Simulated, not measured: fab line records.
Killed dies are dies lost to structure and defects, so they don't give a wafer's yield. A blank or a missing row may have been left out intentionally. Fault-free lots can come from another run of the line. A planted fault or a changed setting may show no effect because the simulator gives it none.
Matching of chambers | flow nand_harc | NHARC_A_STAIRCASE_DESCUM_312 on rie_diel-13 has 4 sister chambers
The step chemistry O2, time 3 s. 4 wafers are shown with their chamber, then 9 later ones without.

## WAFERS PAIRED WITH THEIR CHAMBERS
wafer  | chamber | drypump_motor_current_A (A)
L082.5 | 2       | 6.0
L089.4 | 1       | 6.3
L087.4 | 3       | 6.4
L087.5 | 0       | 5.0

## WAFERS WITHOUT THEIR CHAMBER
wafer  | drypump_motor_current_A (A)
L090.3 | 6.0
L090.5 | 6.4
L090.6 | 5.0
L091.1 | 6.2
L091.3 | 6.1
L091.4 | 5.0
L093.3 | 6.1
L093.4 | 5.0
L093.6 | 6.1

## THE CHAMBER EACH PASSED THROUGH
wafer  | from the rows above          | in truth
L090.3 | 2                            | 2
L090.5 | can't be placed: 3 or 1      | 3
L090.6 | 0                            | 0
L091.1 | can't be placed: 1 or 2 or 3 | 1
L091.3 | can't be placed: 2 or 1      | 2
L091.4 | 0                            | 0
L093.3 | can't be placed: 2 or 1      | 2
L093.4 | 0                            | 0
L093.6 | can't be placed: 2 or 1      | 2
4 of 9 placed correctly. Unplaceable from these rows: 5, with the true chamber sitting among the candidates in 5. Wrongly placed: 0.
How it was worked out, from the rows above alone: a wafer's distance from a chamber is the root of the sum, over the readings, of the square of ((its reading less the chamber's mean) divided by the reading's scatter). The wafer belongs to the nearest chamber; if the next one is less than 2 further off, it can't be placed. Each chamber's mean is taken over the wafers shown for it. The scatter: with one shown wafer a chamber, the root of the mean of the squares of how far each hidden wafer lies from its nearest shown one.
